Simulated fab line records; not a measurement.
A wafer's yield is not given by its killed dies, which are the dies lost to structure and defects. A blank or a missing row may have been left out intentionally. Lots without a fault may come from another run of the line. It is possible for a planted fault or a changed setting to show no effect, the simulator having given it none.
Code-filled problem report in 8D (eight disciplines) form | flow nandHarc | the parts of the form that need people (team, actions taken, sign-off) are left out

== 1. WHAT IS WRONG ==
cdNm at NHARC_A_M0_CD_MEAS_09 reads a mean of 75.3 nm on 6 wafers of 2 lots; wafers without a fault read 80.2 nm with a standard deviation of 0.55. Relative to the usual mean, that is a shift of -8.9 standard deviations.
The step: target cd 80 nm.
The first sign was on wafer L610.2 at day 27 01:20, on cdSem-03. The record holds 33 wafers of 11 lots with a number at this step. The rule behind "out" and "out of limits": a value lying over 4 standard deviations away from the usual mean. All remaining wafers that have a number are taken as sound.

== 2. WHAT IT IS, AND WHAT IT ISN'T ==
question                    | is                     | is not
which readings at this step | cdNm                   | -
which lots                  | L610, L613             | L601, L606, L611, L616, L619, L620, L622, L623, L624
which wafers of those lots  | all that have a number | -
read on which gauges        | cdSem-03               | cdSem-01, cdSem-02
when                        | from day 27 01:20      | up to then (9 sound wafers); but 18 sound wafers of L616, L619, L620, L622, L623, L624 came after

== 3. THE SUSPECTS, EACH WITH WHAT RULES IT OUT ==
Counting: a tool at any process step up to the reading remains a suspect when it ran all the lots that are out and ran no sound lot after the first of those.
- the gauge at NHARC_A_M0_CD_MEAS_09 has been ruled out. All the wafers that are out were read on cdSem-03, but those of them that NHARC_A_M0_PEB_07 has rows for are out there too, on other tools.
- lithoTrack-04 at NHARC_A_M0_PEB_07 (peb time 65 s): ruled out as a lasting fault. After its first lot that is out, L610 (day 27 01:16), sound lots L620, L623 ran on it.
Left after counting: nothing in the record.

== 4. THE CAUSE (what the simulator had put in) ==
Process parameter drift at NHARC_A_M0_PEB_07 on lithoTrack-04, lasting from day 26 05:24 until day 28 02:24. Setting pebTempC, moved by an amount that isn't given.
It was ruled out by counting, in error; the rule expects a fault to strike all lots run on its tool from its start on, and this fault did not.

== 5. THE CHAIN OF EFFECTS, in route order ==
Each row: a reading whose mean over the struck wafers that have a number lies more than 3 standard deviations from the usual. Readings are gone through only where the record gives a usual standard deviation; hours: the median, over the lots, of the time from a lot's start at the first step in this table giving one to that lot's start at this step; sigmas: the change measured in usual standard deviations.
hours | step                  | reading           | usual   | on struck wafers | change | sigmas
0     | NHARC_A_M0_PEB_07     | heaterPowerTotalW | 156.6 W | 153.4            | -3.2   | -7.5
0     | NHARC_A_M0_PEB_07     | plateTempC        | 99.99 C | 98.66            | -1.33  | -12
0     | NHARC_A_M0_CD_MEAS_09 | cdNm              | 80.2 nm | 75.3             | -4.9   | -8.9
The process steps in it:
- NHARC_A_M0_PEB_07: peb time 65 s.
Later steps that measure or inspect, where all struck wafers having a row at the step show a number for every such reading and not one has moved that far: NHARC_A_M0_THK_MEAS_24, NHARC_END_SORT_01.

== 6. WHAT WOULD HAVE CAUGHT IT SOONER ==
20 hours passed between the start of the fault at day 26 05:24 and the first reading out of limits at a measuring or inspecting step in this record, taken at day 27 01:20.
At NHARC_A_M0_PEB_07, the tool's own readings (heaterPowerTotalW, plateTempC) were out on each struck wafer the step has a row for, so an alarm limit on them would have fired on the first such wafer.
